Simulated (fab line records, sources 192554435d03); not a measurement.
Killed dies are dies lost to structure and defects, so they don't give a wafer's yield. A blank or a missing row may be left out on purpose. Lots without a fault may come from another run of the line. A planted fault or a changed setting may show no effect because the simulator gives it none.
Which tool did it? | flow n5_finfet | 12 lots, 36 wafers sampled, at 2 steps of a route of 1938

WHAT THE GAUGES READ, wafer by wafer
N5_HKMG_FIN_INSPECT_28: inspects for defects (darkfield).
lot  | measured     | on                | raw_defect_count
L075 | day 4 16:04  | defect_inspect-02 | 15 36 65
L077 | day 5 06:50  | defect_inspect-02 | 31 30 26
L079 | day 5 18:04  | defect_inspect-01 | 37 30 25
L081 | day 6 14:02  | defect_inspect-02 | 18 29 69
L083 | day 6 17:40  | defect_inspect-01 | 40 30 42
L085 | day 7 09:50  | defect_inspect-01 | 21 14 17
L087 | day 7 21:30  | defect_inspect-01 | 15 18 36
L089 | day 8 06:02  | defect_inspect-02 | 43 15 33
L091 | day 8 13:25  | defect_inspect-02 | 26 44 28
L093 | day 9 04:19  | defect_inspect-02 | 26 31 34
L095 | day 9 14:09  | defect_inspect-02 | 33 32 38
L097 | day 10 05:07 | defect_inspect-01 | 34 26 23

WHICH TOOL RAN EACH LOT (tool, then ch and the chambers of the sampled wafers, then the start)
lot  | N5_HKMG_FIN_STRIP_89
L075 | rie_diel-01 ch 0,1, day 4 12:57
L077 | rie_diel-05 ch 0,1,3, day 5 03:49
L079 | rie_diel-03 ch 0,1, day 5 15:01
L081 | rie_diel-01 ch 2,3, day 6 10:43
L083 | rie_diel-03 ch 0,2,3, day 6 14:40
L085 | rie_diel-01 ch 0,1,3, day 7 06:34
L087 | rie_diel-05 ch 2,3, day 7 18:29
L089 | rie_diel-05 ch 1,2,3, day 8 02:52
L091 | rie_diel-01 ch 0,2, day 8 10:25
L093 | rie_diel-03 ch 1,2,3, day 9 00:55
L095 | rie_diel-03 ch 1,2, day 9 11:07
L097 | rie_diel-01 ch 1,2,3, day 10 02:07
- N5_HKMG_FIN_STRIP_89: strips SOC in N2/H2, time 20 s.

THE ANSWER, worked out from the rows above alone
Rule: what is usual is taken from the lots themselves. Put in order of their means at a reading, lots are off if they are a third of the lots or fewer, leave a main group of 4 or more, and stand apart from it by a gap of 3 or more times the standard deviation of the main group's means; of several such gaps the widest counts. A main group whose means are all the same, to the digits that the tables above print for the reading, isn't used. A lot without any number at a reading at which 4 lots or more have one is off too. The other lots that the step has rows for count as sound.
No lot is off at any reading shown: from this, nothing can be told.

WHAT THE SIMULATOR HAD PUT IN
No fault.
